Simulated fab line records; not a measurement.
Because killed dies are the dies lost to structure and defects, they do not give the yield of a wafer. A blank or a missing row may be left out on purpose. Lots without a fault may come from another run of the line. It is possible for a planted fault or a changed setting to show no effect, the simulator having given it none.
fab line records	flow n5-finfet
record: lots: 7	wafers: 19	last-day: 17
route steps=1938 shown BEOL_M8@1359 PASSIVATION@1936
lots that met no fault: from a run of the same line without faults
start-h: hours from the record's first day to the start of the lot's first wafer shown	wait-h: hours elapsed since this lot's preceding step	" unchanged from the row above	L1.1+2: several wafers, shown together as one row	- no value, or no start given	* or withheld: withheld	< > ~ a bound
route shown NAME@n: names a module that has steps shown in the file, with the first one's number in the route	usual: mean/standard deviation of fault-free wafers	same: alike in all rows	chamber/n: place in a boat	sites: per-site readings	_std_site: the values' standard deviation	_edge_site: mean of outer sites minus mean of inner sites	radius-mm: how far each site lies from the wafer's centre	mask NAME#n: copy n	behind: tool/chamber where the wafer was last shaped	hold: reason for holding the lot/hours on hold/outcome of the hold	device: the n, p or np transistor that did not switch	end of line: the same wafers' tests at the end of the route	a step with no rows: only its recipe	killed: count of dies lost to structure and defects at first sort (not the wafer's yield)	map: shows each die of a wafer: x if killed, . if not, _ if none is there
set.NAME: the setting the step ran with; set.NAME@STEP: the setting that earlier step ran with	model.NAME: the simulator's own value behind a step, which no gauge read
certain route steps with their lots: each step a table, each wafer a row
services: when a tool's chamber went out of use (start-h, in hours from the record's first day, below 0 if earlier), for how many hours, and the reason
== steps ==
step: N5_BEOL_M8_COAT_22
recipe: resist: CAR-EUV	spin-rpm: 1500	resist-thk-nm: 30
step: N5_BEOL_M8_EBR_24
recipe: solvent: PGMEA	ebr-width-mm: 1.5
step: N5_BEOL_M8_SOFTBAKE_23
recipe: temp-c: 110	time-s: 60	resist: CAR-EUV
step: N5_BEOL_M8_EXPOSE_25
recipe: mask-id: V7	na: 0.33	source-shape: annular	sigma-inner: 0.4	sigma-outer: 0.8	polarization: unpolarized	target-cd-nm: 40	dose-mj: 42.5
step: N5_BEOL_M8_PEB_26
recipe: peb-temp-c: 100	peb-time-s: 60	resist: CAR-EUV
step: N5_BEOL_M8_DEVELOP_27
recipe: develop-time-s: 30	developer: TMAH	resist: CAR-EUV	rinse-liquid: surfactant-rinse	dry: air-spin	dev-temp-c: 23
step: N5_BEOL_M8_CD_MEAS_28
recipe: target-cd-nm: 40	landing-energy-ev: 500	detector: se-inlens
usual: cd-nm: 40.06/0.25
lot.wafer	tool	chamber	start-h	wait-h	cd-nm
L253.1	cd-sem-01	0	214.11	-	39.94
L253.3	"	0	"	"	40.54
L253.6	"	0	"	"	39.91
L261.2	cd-sem-03	0	262.00	-	40.11
L261.3	"	0	"	"	40.20
L261.4	"	0	"	"	39.92
L265.3	cd-sem-03	0	284.23	-	40.37
L265.6	"	0	"	"	39.95
L268.2	cd-sem-02	0	302.68	-	40.22
L268.3	"	0	"	"	40.13
L268.5	"	0	"	"	39.98
L270.5	cd-sem-01	0	324.70	-	40.28
L270.6	"	0	"	"	40.17
L271.2	cd-sem-02	0	328.99	-	39.59
L271.3	"	0	"	"	40.15
L271.5	"	0	"	"	40.04
L274.3	cd-sem-01	0	350.53	-	39.98
L274.4	"	0	"	"	40.13
L274.6	"	0	"	"	40.30
step: N5_BEOL_M8_OVL_MEAS_29
recipe: points-per-wafer: 522
usual: V7_OVL: -0.2/0.73
lot.wafer	tool	chamber	start-h	wait-h	V7_OVL[nm]
L253.1	overlay-02	0	214.14	0.0	0.1
L253.3	"	0	"	"	0.0
L253.6	"	0	"	"	-0.5
L261.2	overlay-02	0	262.04	0.0	0.9
L261.3	"	0	"	"	0.5
L261.4	"	0	"	"	0.0
L265.3	overlay-02	0	284.27	0.0	0.2
L265.6	"	0	"	"	0.3
L268.2	overlay-02	0	302.71	0.0	0.0
L268.3	"	0	"	"	1.1
L268.5	"	0	"	"	0.2
L270.5	overlay-02	0	324.75	0.0	0.4
L270.6	"	0	"	"	0.0
L271.2	overlay-01	0	329.03	0.0	1.3
L271.3	"	0	"	"	-0.7
L271.5	"	0	"	"	0.1
L274.3	overlay-02	0	350.57	0.0	-0.4
L274.4	"	0	"	"	-0.1
L274.6	"	0	"	"	0.0
step: N5_BEOL_M8_INSPECT_30
recipe: mode: adi	inspect-instrument: brightfield
usual: raw-defect-count: 413/95
lot.wafer	tool	chamber	start-h	wait-h	raw-defect-count
L253.1	defect-inspect-02	-	214.20	0.1	508
L253.3	"	-	"	"	418
L253.6	"	-	"	"	491
L261.2	defect-inspect-01	-	262.09	0.0	420
L261.3	"	-	"	"	353
L261.4	"	-	"	"	422
L265.3	defect-inspect-02	-	284.31	0.0	318
L265.6	"	-	"	"	443
L268.2	defect-inspect-02	-	302.77	0.0	627
L268.3	"	-	"	"	557
L268.5	"	-	"	"	477
L270.5	defect-inspect-01	-	324.79	0.0	348
L270.6	"	-	"	"	493
L271.2	defect-inspect-02	-	329.09	0.1	472
L271.3	"	-	"	"	339
L271.5	"	-	"	"	334
L274.3	defect-inspect-02	-	350.61	0.0	530
L274.4	"	-	"	"	556
L274.6	"	-	"	"	494
step: N5_BEOL_M8_DESCUM_33
recipe: chemistry: O2	time-s: 7	source-power-w: 50	bias-power-w: 20	pressure-mtorr: 20	rf-frequency-hz: 2.712e+07	temp-c: 40	resist: CAR-EUV	o2-flow-sccm: 225
usual: bias-power-w: 20.00/0.06	drypump-motor-current-A: 5.9/0.5	oes-product-au: 0.79/0.077	rf-vpp-V: 243.9/1.4	showerhead-plenum-p-Torr: 2.14/0.065	throttle-valve-pct: 20.4/0.38
same: time-s: 7
lot.wafer	tool	chamber	start-h	wait-h	bias-power-w	drypump-motor-current-A	oes-product-au	rf-hours-counter-h	rf-vpp-V	showerhead-plenum-p-Torr	throttle-valve-pct
L253.1	rie-diel-06	2	214.35	0.2	19.85	5.9	0.95	12	241.8	2.04	20.0
L253.3	"	3	"	"	19.93	5.0	0.74	186	245.8	2.15	20.3
L253.6	"	1	"	"	20.02	6.5	0.84	-	244.0	2.20	20.2
L261.2	rie-diel-05	1	262.12	0.0	20.07	5.8	0.72	179	244.6	2.20	21.1
L261.3	"	2	"	"	19.84	5.4	0.79	105	241.3	2.01	20.0
L261.4	"	0	"	"	20.00	6.2	0.83	-	243.4	2.22	20.1
L265.3	rie-diel-05	1	284.35	0.0	19.96	5.8	0.71	188	243.9	2.19	21.1
L265.6	"	0	"	"	19.96	6.2	0.82	-	244.9	2.21	20.2
L268.2	rie-diel-05	1	303.26	0.5	20.04	5.8	0.72	196	244.9	2.19	21.1
L268.3	"	1	"	"	19.99	5.9	0.71	-	245.4	2.19	21.2
L268.5	"	0	"	"	19.93	6.2	0.81	-	244.5	2.21	20.2
L270.5	rie-diel-05	3	324.84	0.0	19.90	5.8	0.95	-	242.8	2.14	19.9
L270.6	"	0	"	"	20.01	6.2	0.80	-	245.0	2.21	20.2
L271.2	rie-diel-06	0	329.12	0.0	20.01	6.4	0.68	248	244.1	2.16	20.8
L271.3	"	2	"	"	19.99	5.9	0.88	49	241.8	2.03	20.0
L271.5	"	3	"	"	20.01	5.0	0.71	-	243.7	2.14	20.3
L274.3	rie-diel-04	0	350.65	0.0	20.03	5.0	0.79	106	241.7	2.06	21.0
L274.4	"	1	"	"	20.04	5.8	0.90	35	244.0	2.11	20.0
L274.6	"	2	"	"	20.01	6.3	0.75	-	243.9	2.20	20.6
step: N5_BEOL_M8_ETCH_72
recipe: chemistry: N2/H2	target: underlayer	target-depth-a: 65	mask-material: CAR-EUV	time-s: 5.2	ion-energy-ev: 200	pressure-mtorr: 30	source-w: 840	bias-w: 150	n2-flow-sccm: 200	h2-flow-sccm: 200	ends: cleared
usual: drypump-motor-current-A: 5.9/0.49	etch-rf-on-time-s: 5.17/0.11	h2-flow-sccm: 199.9/0.61	oes-product-au: 0.67/0.063	rf-vpp-V: 525.5/2.4	showerhead-plenum-p-Torr: 2.59/0.083	throttle-valve-pct: 17.8/0.37
lot.wafer	tool	chamber	start-h	wait-h	drypump-motor-current-A	etch-rf-on-time-s	h2-flow-sccm	oes-product-au	rf-hours-counter-h	rf-vpp-V	showerhead-plenum-p-Torr	throttle-valve-pct
L253.1	rie-diel-06	2	214.39	0.0	5.9	5.11	200.8	0.79	12	520.7	2.46	17.2
L253.3	"	3	"	"	5.0	5.25	200.1	0.62	186	525.6	2.65	18.0
L253.6	"	1	"	"	6.5	4.93	201.4	0.71	-	529.2	2.67	17.6
L261.2	rie-diel-05	1	262.16	0.0	5.8	5.13	199.7	0.62	179	525.1	2.64	18.3
L261.3	"	2	"	"	5.4	5.12	200.3	0.68	105	523.1	2.46	17.5
L261.4	"	0	"	"	6.2	5.25	200.0	0.71	-	526.8	2.66	17.4
L265.3	rie-diel-05	1	284.38	0.0	5.8	5.16	200.9	0.62	188	525.9	2.63	18.4
L265.6	"	0	"	"	6.2	5.31	199.8	0.69	-	527.7	2.65	17.4
L268.2	rie-diel-05	1	303.31	0.0	5.9	5.08	198.6	0.61	196	526.9	2.63	18.4
L268.3	"	1	"	"	5.8	5.09	198.8	0.61	-	528.3	2.63	18.3
L268.5	"	0	"	"	6.2	5.34	200.0	0.68	-	528.1	2.65	17.4
L270.5	rie-diel-05	3	324.86	0.0	5.9	5.05	199.9	0.82	-	525.2	2.58	17.0
L270.6	"	0	"	"	6.2	5.39	199.8	0.67	-	528.2	2.65	17.4
L271.2	rie-diel-06	0	329.16	0.0	6.3	5.30	199.8	0.59	248	526.0	2.62	18.3
L271.3	"	2	"	"	5.9	5.25	200.7	0.74	49	521.3	2.45	17.3
L271.5	"	3	"	"	5.0	5.22	199.9	0.60	-	526.6	2.63	18.1
L274.3	rie-diel-04	0	350.68	0.0	5.0	5.12	200.3	0.68	106	522.3	2.42	17.8
L274.4	"	1	"	"	5.8	5.35	200.4	0.75	35	526.2	2.60	17.7
L274.6	"	2	"	"	6.2	5.18	197.7	0.64	-	526.0	2.68	18.1
step: N5_BEOL_M8_ETCH_65
recipe: chemistry: CF4	target: SiARC	target-depth-a: 156	mask-material: CAR-EUV	time-s: 26	ion-energy-ev: 80	pressure-mtorr: 40	source-w: 545	bias-w: 36	Ar_flow_sccm: 100	cf4-flow-sccm: 100	ends: cleared
usual: drypump-motor-current-A: 5.9/0.5	etch-rf-on-time-s: 25.9/0.65	oes-product-au: 0.67/0.064	rf-vpp-V: 184.7/1.2	showerhead-plenum-p-Torr: 2.18/0.055	throttle-valve-pct: 15.56/0.26
lot.wafer	tool	chamber	start-h	wait-h	drypump-motor-current-A	etch-rf-on-time-s	oes-product-au	rf-hours-counter-h	rf-vpp-V	showerhead-plenum-p-Torr	throttle-valve-pct
L253.1	rie-diel-06	2	214.40	0.0	5.9	26.2	0.80	12	185.0	2.13	15.38
L253.3	"	3	"	"	5.0	26.2	0.63	186	185.7	2.20	15.48
L253.6	"	1	"	"	6.5	24.5	0.72	-	183.8	2.26	15.47
L261.2	rie-diel-05	1	262.18	0.0	5.8	25.3	0.62	179	185.5	2.21	16.06
L261.3	"	2	"	"	5.4	25.5	0.69	105	182.5	2.09	15.47
L261.4	"	0	"	"	6.2	25.7	0.72	-	186.2	2.25	15.28
L265.3	rie-diel-05	1	284.40	0.0	5.8	25.7	0.62	188	183.8	2.21	16.08
L265.6	"	0	"	"	6.2	26.2	0.70	-	184.9	2.25	15.33
L268.2	rie-diel-05	1	303.34	0.0	5.8	25.6	0.61	196	186.2	2.21	16.07
L268.3	"	1	"	"	5.8	25.6	0.61	-	184.9	2.21	16.10
L268.5	"	0	"	"	6.2	26.5	0.69	-	186.5	2.24	15.31
L270.5	rie-diel-05	3	324.89	0.0	5.8	25.4	0.82	-	184.8	2.18	15.01
L270.6	"	0	"	"	6.2	26.2	0.68	-	186.4	2.24	15.34
L271.2	rie-diel-06	0	329.18	0.0	6.3	27.2	0.58	248	185.1	2.19	15.92
L271.3	"	2	"	"	5.9	26.4	0.73	49	182.5	2.11	15.44
L271.5	"	3	"	"	5.0	26.0	0.60	-	184.9	2.18	15.57
L274.3	rie-diel-04	0	350.70	0.0	5.0	25.6	0.69	106	182.2	2.07	15.82
L274.4	"	1	"	"	5.8	26.7	0.76	35	184.7	2.19	15.25
L274.6	"	2	"	"	6.3	25.5	0.65	-	184.7	2.22	15.72
step: N5_BEOL_M8_ETCH_66
recipe: chemistry: N2/H2	target: SOC	target-depth-a: 800	overetch-a: 160	mask-material: SiARC	temp-c: 40	time-s: 120	ion-energy-ev: 200	pressure-mtorr: 30	source-w: 840	bias-w: 150	n2-flow-sccm: 200	h2-flow-sccm: 200
usual: drypump-motor-current-A: 5.9/0.49	h2-flow-sccm: 200.0/0.71	oes-product-au: 0.60/0.055	rf-vpp-V: 525.3/2.3	showerhead-plenum-p-Torr: 2.59/0.083	throttle-valve-pct: 17.7/0.37
same: time-s: 120
lot.wafer	tool	chamber	start-h	wait-h	drypump-motor-current-A	h2-flow-sccm	oes-product-au	rf-hours-counter-h	rf-vpp-V	showerhead-plenum-p-Torr	throttle-valve-pct	model.SiARC_of_BEOL_M8_COAT_64.thk-nm	model.BEOL_M8.cd-nm
L253.1	rie-diel-06	2	214.43	0.0	5.9	201.3	0.72	12	523.3	2.46	17.2	6.6	39.8
L253.3	"	3	"	"	5.0	199.4	0.57	186	526.8	2.65	17.9	6.4	39.8
L253.6	"	1	"	"	6.5	199.9	0.63	-	529.3	2.68	17.6	6.2	40
L261.2	rie-diel-05	1	262.20	0.0	5.8	199.4	0.55	179	527.5	2.64	18.3	6.2	40.8
L261.3	"	2	"	"	5.5	199.6	0.61	105	521.0	2.46	17.5	6.2	39.8
L261.4	"	0	"	"	6.2	200.7	0.64	-	528.5	2.66	17.3	6.4	40
L265.3	rie-diel-05	1	284.43	0.0	5.8	200.5	0.55	188	526.2	2.63	18.3	2.6	42.4
L265.6	"	0	"	"	6.2	199.7	0.63	-	526.7	2.65	17.4	3	42
L268.2	rie-diel-05	1	303.38	0.0	5.8	202.0	0.54	197	528.5	2.63	18.3	6.2	40.6
L268.3	"	1	"	"	5.9	201.7	0.54	-	525.5	2.63	18.3	2.4	42.4
L268.5	"	0	"	"	6.2	198.6	0.62	-	527.1	2.65	17.4	6.6	40
L270.5	rie-diel-05	3	324.94	0.0	5.8	199.1	0.72	-	525.9	2.58	17.0	6.4	40
L270.6	"	0	"	"	6.2	199.9	0.62	-	527.8	2.65	17.3	3	41.4
L271.2	rie-diel-06	0	329.20	0.0	6.3	199.3	0.53	248	525.2	2.62	18.2	6.4	39.6
L271.3	"	2	"	"	5.9	199.9	0.66	49	522.8	2.45	17.3	6.4	40
L271.5	"	3	"	"	5.0	199.7	0.54	-	525.9	2.63	18.0	6.4	39.4
L274.3	rie-diel-04	0	350.73	0.0	5.0	200.3	0.61	106	521.9	2.42	17.7	6.2	40.6
L274.4	"	1	"	"	5.8	201.6	0.69	35	524.2	2.60	17.6	6.6	40.8
L274.6	"	2	"	"	6.3	199.1	0.57	-	527.8	2.68	18.1	6.4	40.6
step: N5_BEOL_M8_STRIP_69
recipe: chemistry: N2/H2	temp-c: 40	n2-flow-sccm: 200	h2-flow-sccm: 200	rf-frequency-hz: 6e+07
step: N5_BEOL_M8_STRIP_73
recipe: chemistry: N2/H2	temp-c: 40	n2-flow-sccm: 200	h2-flow-sccm: 200	rf-frequency-hz: 6e+07
step: N5_BEOL_M8_VIA_ETCH_34
recipe: chemistry: C4F6/O2	target: SiCOH_lowk	target-depth-a: 1255	mask-material: SOC	taper-deg: 4	time-s: 50.5	ion-energy-ev: 250	pressure-mtorr: 30	source-w: 345	bias-w: 185	Ar_flow_sccm: 300	C4F6_flow_sccm: 10	O2_flow_sccm: 10
usual: drypump-motor-current-A: 5.9/0.5	oes-product-au: 0.79/0.072	rf-vpp-V: 669/13	showerhead-plenum-p-Torr: 2.90/0.08	throttle-valve-pct: 20.8/0.34
same: time-s: 50.5
lot.wafer	tool	chamber	start-h	wait-h	drypump-motor-current-A	oes-product-au	rf-hours-counter-h	rf-vpp-V	showerhead-plenum-p-Torr	throttle-valve-pct	model.BEOL_M8.cd-nm
L253.1	rie-diel-06	2	214.53	0.0	5.9	0.94	12	664	2.81	20.6	39.8
L253.3	"	3	"	"	5.1	0.73	186	673	2.93	20.8	39.6
L253.6	"	1	"	"	6.5	0.85	-	655	3.01	20.8	39.8
L261.2	rie-diel-05	1	262.30	0.0	5.9	0.74	179	670	2.97	21.5	40.6
L261.3	"	2	"	"	5.4	0.81	105	677	2.75	20.6	39.8
L261.4	"	0	"	"	6.2	0.83	-	660	2.98	20.5	39.8
L265.3	rie-diel-05	1	284.53	0.0	5.8	0.72	188	670	2.96	21.5	42.6
L265.6	"	0	"	"	6.2	0.81	-	660	2.98	20.5	42
L268.2	rie-diel-05	1	303.53	0.0	5.8	0.72	197	669	2.96	21.5	40.8
L268.3	"	1	"	"	5.8	0.72	-	671	2.96	21.5	42.6
L268.5	"	0	"	"	6.2	0.81	-	660	2.98	20.5	40.2
L270.5	rie-diel-05	3	325.02	0.0	5.8	0.94	-	665	2.90	20.3	40
L270.6	"	0	"	"	6.2	0.80	-	660	2.97	20.5	41.6
L271.2	rie-diel-06	0	329.30	0.0	6.3	0.69	248	704	2.93	21.3	39.4
L271.3	"	2	"	"	5.9	0.85	49	664	2.79	20.7	40
L271.5	"	3	"	"	5.0	0.71	-	670	2.91	20.8	39.2
L274.3	rie-diel-04	0	350.83	0.0	5.0	0.80	106	662	2.76	21.3	40.8
L274.4	"	1	"	"	5.8	0.89	35	658	2.90	20.6	40.8
L274.6	"	2	"	"	6.3	0.75	-	662	2.97	21.0	40.6
step: N5_BEOL_M8_STRIP_76
recipe: chemistry: C4F6/O2	resist: SiARC	rf-frequency-hz: 6e+07
step: N5_PASSIVATION_PROBE_49
usual: defect-limited-yield: 91.3/1.4	killed_at_M0_to_M3: 33/9.9	killed_at_M4_up: 15/5.6	killed-at-contacts: 13/5.7	killed-at-front-end: 38/12	killed-at-other: 4/3.1	killed-dies: 103/17	killed-open: 66/13	killed-short: 32/7.8	sort_bin_5_function: 5.1/0.95	sort_bin_6_memory: 3.2/0.68	sort-n-pass: 1077/17	sort-yield-pct: 91.3/1.5
same: gross-dies: 1180	killed-at-back-side: 0	sort_bin_4_leakage[%]: 0	sort_bin_8_speed[%]: 0
lot.wafer	tool	chamber	start-h	wait-h	defect-limited-yield[%]	killed_at_M0_to_M3	killed_at_M4_up	killed-at-contacts	killed-at-front-end	killed-at-other	killed-dies	killed-open	killed-short	sort_bin_5_function[%]	sort_bin_6_memory[%]	sort-n-pass	sort-yield-pct[%]
L261.2	prober-01	-	335.23	0.1	92.4	26	7	12	36	9	90	49	29	3.4	3.1	1090	92.4
L261.3	prober-01	-	335.28	0.1	90.9	30	23	10	37	7	107	68	36	5.0	3.7	1073	90.9
L261.4	prober-01	-	335.33	0.2	91.9	33	8	10	40	4	95	50	44	5.1	2.8	1085	91.9
L265.6	prober-01	-	356.64	0.3	90.8	45	9	15	35	4	108	74	29	5.3	3.6	1072	90.8
killed by level:class
L261.2 MOL_CONTACT_COAG:geometric-particle:open=9 HKMG_FIN:area-etch=7 BEOL_M0_SAQP:geometric-particle:short=6 FIN_SAQP:geometric-particle:open=5 STI_FIN_REVEAL:geometric-particle:open=5 BEOL_M1:geometric-particle:open=5 STARTING-WAFER:geometric-particle:short=4 BEOL_M2:geometric-particle:open=4
L261.3 BEOL_M4:geometric-particle:open=13 FIN_SAQP:geometric-particle:short=10 FIN_SAQP:geometric-particle:open=8 BEOL_M0_SAQP:geometric-particle:open=8 MOL_CONTACT_COAG:geometric-particle:open=7 STI_FIN_REVEAL:geometric-particle:open=6 BEOL_M0_SAQP:geometric-particle:short=5 BEOL_M1:geometric-particle:open=5
L261.4 BEOL_M1:geometric-particle:open=11 GATE_CUT:geometric-particle:short=9 FIN_SAQP:geometric-particle:short=8 BEOL_M0_SAQP:geometric-particle:short=8 MOL_CONTACT_COAG:geometric-particle:open=7 BEOL_M3:geometric-particle:open=7 STI_FIN_REVEAL:geometric-particle:open=6 STARTING-WAFER:geometric-particle:short=5
L265.6 BEOL_M2:geometric-particle:open=17 MOL_CONTACT_COAG:geometric-particle:open=13 BEOL_M0_SAQP:geometric-particle:open=7 FIN_SAQP:geometric-particle:open=6 GATE_CUT:geometric-particle:short=6 BEOL_M0_SAQP:geometric-particle:short=5 BEOL_M0:geometric-particle:open=5 BEOL_M3:geometric-particle:open=5
== services ==
tool	chamber	start-h	hours	kind
rie-diel-04	1	235.11	-	clean
rie-diel-04	1	235.11	-	consumable-replace:focus-ring
rie-diel-04	1	235.11	19.4	scheduled-down
rie-diel-04	1	235.11	19.4	vent-cycle
rie-diel-06	0	268.22	15.3	repair
rie-diel-06	2	293.88	4.3	repair
rie-diel-05	3	296.99	-	clean
rie-diel-05	3	296.99	-	consumable-replace:focus-ring
rie-diel-05	3	296.99	14.1	scheduled-down
rie-diel-05	3	296.99	14.1	vent-cycle
rie-diel-05	2	297.03	9.6	repair
rie-diel-06	2	304.45	10.4	repair
rie-diel-06	0	336.64	-	clean
rie-diel-06	0	336.64	-	consumable-replace:focus-ring
rie-diel-06	0	336.64	35.3	scheduled-down
rie-diel-06	0	336.64	35.3	vent-cycle
== key ==
first-sign none at tools or gauges
model-effect: step: N5_BEOL_M8_ETCH_66	value: SiARC_of_BEOL_M8_COAT_64.thk-nm	without: 6.5	struck: 2.75
model-effect: step: N5_BEOL_M8_VIA_ETCH_34	value: BEOL_M8.cd-nm	without: 40.4	struck: 42.2
met-at N5_BEOL_M8_ETCH_66
struck-wafers L265.3,L265.6,L268.3,L270.6
onset-between 262.20 284.43
fault: kind: process-parameter-drift	tool: rie-diel-05	chamber: -	onset-h: 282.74	steps: N5_BEOL_M8_ETCH_66	channel: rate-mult	offset: 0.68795	shape: step	end-h: 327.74	scope: struck-wafers-only
